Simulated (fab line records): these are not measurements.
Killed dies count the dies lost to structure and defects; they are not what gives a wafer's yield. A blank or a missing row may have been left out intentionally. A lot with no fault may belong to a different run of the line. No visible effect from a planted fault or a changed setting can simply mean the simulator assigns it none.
What tool caused it?    flow nand-harc    14 lots with 42 wafers sampled at 5 steps, on a route of 1302 steps

WHAT THE GAUGES SHOWED, per wafer
NHARC_HYBRID_BOND_INSPECT_06: inspects for defects (ir void). Usual: raw-defect-count 84, standard deviation 36.
lot   measured      on                 raw-defect-count  flag
L488  day 24 07:46  defect-inspect-01  38 27 22          
L487  day 24 11:53  defect-inspect-02  120 108 84        
L490  day 24 18:47  defect-inspect-01  172 154 156       
L491  day 25 12:25  defect-inspect-01  68 73 78          
L492  day 26 05:19  defect-inspect-01  112 116 113       
L493  day 26 12:32  defect-inspect-02  119 111 131       
L494  day 26 12:32  defect-inspect-01  101 84 91         
L497  day 28 07:58  defect-inspect-01  88 101 85         
L496  day 28 15:01  defect-inspect-01  30 24 33          
L500  day 29 11:43  defect-inspect-01  56 79 72          
L506  day 31 16:03  defect-inspect-02  81 66 81          
L504  day 31 21:00  defect-inspect-01  88 101 95         
L508  day 32 15:02  defect-inspect-01  62 57 76          
L509  day 33 02:23  defect-inspect-02  26 19 14          

NHARC_END_SORT_01. Usual: defect-limited-yield is 91 % with standard deviation 3, killed-at-array is 55 with standard deviation 20, killed-at-other is 1.2 with standard deviation 1.3, killed-at-periphery is 4.0 with standard deviation 3, killed-dies is 60 with standard deviation 21, killed-open is 3.2 with standard deviation 1.9, and killed-short is 2.5 with standard deviation 1.6.
lot   measured      on         defect-limited-yield (%)  killed-at-array  killed-at-other  killed-at-periphery  killed-dies  killed-open  killed-short  flag
L488  day 25 02:03  prober-02  95 95 96                  31 26 22         0 0 0            2 6 2                33 32 24     3 5 3        1 2 1         
L487  day 25 07:35  prober-01  88 89 91                  73 68 57         0 2 2            5 3 2                78 73 61     3 3 3        4 2 3         
L491  day 26 06:44  prober-02  90 92 91                  61 52 55         4 1 2            1 0 3                66 53 60     4 6 4        5 0 2         
L492  day 26 23:45  prober-01  90 89 89                  65 72 70         0 0 1            4 0 1                69 72 72     2 1 1        2 1 1         
L494  day 27 06:42  prober-01  87 90 88                  72 63 75         5 0 0            8 3 6                85 66 81     6 1 5        3 2 6         
L496  day 29 12:41  prober-02  95 96 95                  30 21 24         2 2 2            5 3 9                37 26 35     3 3 4        5 1 2         
L500  day 30 06:19  prober-01  93 92 93                  38 50 47         1 1 0            6 5 2                45 56 49     6 6 2        2 3 4         
L508  day 33 08:40  prober-02  93 92 92                  44 49 55         0 1 0            2 2 2                46 52 57     3 1 4        2 0 7         

TOOL THAT RAN EACH LOT (tool first, then ch and the chambers of the sampled wafers, then the start)
lot   NHARC_THIN_TSV_CMP_01          NHARC_THIN_TSV_EXPOSE_09           NHARC_THIN_TSV_ETCH_15
L488  cmp-01 ch 0,2,3, day 24 09:07  krf-scanner-02 ch 0, day 24 10:10  rie-si-06 ch 0,2,3, day 24 11:08
L487  cmp-01 ch 0,2, day 24 13:15    krf-scanner-04 ch 0, day 24 14:25  rie-si-04 ch 2,3, day 24 15:25
L490  cmp-01 ch 0,2,3, day 24 21:19  krf-scanner-04 ch 0, day 24 22:29  rie-si-06 ch 1,2,3, day 24 23:28
L491  cmp-03 ch 0,2,3, day 25 13:48  krf-scanner-04 ch 0, day 25 14:52  rie-si-04 ch 1,2, day 25 15:51
L492  cmp-01 ch 0,3, day 26 06:41    krf-scanner-02 ch 0, day 26 07:52  rie-si-04 ch 0,2,3, day 26 08:50
L493  cmp-04 ch 0,1, day 26 13:56    krf-scanner-02 ch 0, day 26 14:58  rie-si-06 ch 0,3, day 26 15:56
L494  cmp-03 ch 0,1,2, day 26 15:10  krf-scanner-01 ch 0, day 26 16:17  rie-si-06 ch 0,2, day 26 17:25
L497  cmp-04 ch 1,2,3, day 28 09:20  krf-scanner-02 ch 0, day 28 10:31  rie-si-02 ch 0,3, day 28 11:29
L496  cmp-04 ch 1,2, day 28 18:47    krf-scanner-02 ch 0, day 28 19:57  rie-si-06 ch 1,2, day 28 20:56
L500  cmp-01 ch 0,1,3, day 29 14:19  krf-scanner-02 ch 0, day 29 15:29  rie-si-04 ch 1,2,3, day 29 16:36
L506  cmp-04 ch 1,2, day 31 17:27    krf-scanner-01 ch 0, day 31 18:37  rie-si-02 ch 0,1,2, day 31 19:36
L504  cmp-01 ch 0,1,2, day 32 03:54  krf-scanner-02 ch 0, day 32 05:01  rie-si-04 ch 0,2,3, day 32 06:01
L508  cmp-04 ch 0,2,3, day 32 16:26  krf-scanner-01 ch 0, day 32 17:34  rie-si-04 ch 2,3, day 32 18:33
L509  cmp-03 ch 1,3, day 33 03:47    krf-scanner-02 ch 0, day 33 04:56  rie-si-02 ch 0,2,3, day 33 05:55
- NHARC_THIN_TSV_CMP_01: polishes.
- NHARC_THIN_TSV_EXPOSE_09: exposes mask TSV.
- NHARC_THIN_TSV_ETCH_15: target depth 3000 nm, bosch target overetch cycles 2, bosch etch step 2.8 s.

AS READ BY THE TOOLS THEMSELVES (means over the sampled wafers that have a number; for cases with no such wafer, the mark the record gives instead)
NHARC_THIN_TSV_CMP_01. Usual: motor-current-A 11.9 A, standard deviation 1.4.
lot   tool    motor-current-A (A)  flag
L488  cmp-01  11.2                 
L487  cmp-01  11.1                 
L490  cmp-01  11.2                 
L491  cmp-03  11.2                 
L492  cmp-01  11.3                 
L493  cmp-04  12.3                 
L494  cmp-03  12.3                 
L497  cmp-04  11.4                 
L496  cmp-04  10.7                 
L500  cmp-01  12.2                 
L506  cmp-04  10.6                 
L504  cmp-01  13.1                 
L508  cmp-04  11.9                 
L509  cmp-03  12.9                 

NHARC_THIN_TSV_EXPOSE_09. Usual: exposure-dose-mJ-cm2 30.70, standard deviation 0.033.
lot   tool            exposure-dose-mJ-cm2  flag
L488  krf-scanner-02  30.70                 
L487  krf-scanner-04  30.70                 
L490  krf-scanner-04  30.69                 
L491  krf-scanner-04  30.70                 
L492  krf-scanner-02  30.70                 
L493  krf-scanner-02  30.68                 
L494  krf-scanner-01  30.69                 
L497  krf-scanner-02  30.73                 
L496  krf-scanner-02  30.71                 
L500  krf-scanner-02  30.69                 
L506  krf-scanner-01  31.58                 OFF
L504  krf-scanner-02  30.69                 
L508  krf-scanner-01  31.44                 OFF
L509  krf-scanner-02  30.72                 

NHARC_THIN_TSV_ETCH_15. Usual: drypump-motor-current-A 6.0 A, standard deviation 0.49.
lot   tool       drypump-motor-current-A (A)  flag
L488  rie-si-06  6.4                          
L487  rie-si-04  6.1                          
L490  rie-si-06  6.2                          
L491  rie-si-04  6.0                          
L492  rie-si-04  6.1                          
L493  rie-si-06  6.4                          
L494  rie-si-06  6.4                          
L497  rie-si-02  5.4                          
L496  rie-si-06  5.8                          
L500  rie-si-04  5.8                          
L506  rie-si-02  5.5                          
L504  rie-si-04  6.1                          
L508  rie-si-04  6.1                          
L509  rie-si-02  5.4                          

THE ANSWER, worked out from the rows above alone
Rule: a lot is off if the mean of its wafers that have a number lies more than 3 standard deviations from the usual mean. Also off: a lot with no number at a reading for which 4 or more lots have one. All remaining lots with rows at the step are treated as sound. The gauges are gone through in route order, then the tools' own readings, and for those a lot's mean is taken as printed above. The first step at which some lot is off is used, and at that step the reading that is off furthest; a lot without a number counts as furthest.
Off: L506, L508 (NHARC_THIN_TSV_EXPOSE_09, exposure-dose-mJ-cm2).
A tool fits if, at that step or a process step before it, it ran every lot that is off, and no sound lot after the first of them. This does not decide it: 2 tools fit, namely cmp-04 at NHARC_THIN_TSV_CMP_01 and krf-scanner-01 at NHARC_THIN_TSV_EXPOSE_09.

WHAT WAS PUT IN BY THE SIMULATOR
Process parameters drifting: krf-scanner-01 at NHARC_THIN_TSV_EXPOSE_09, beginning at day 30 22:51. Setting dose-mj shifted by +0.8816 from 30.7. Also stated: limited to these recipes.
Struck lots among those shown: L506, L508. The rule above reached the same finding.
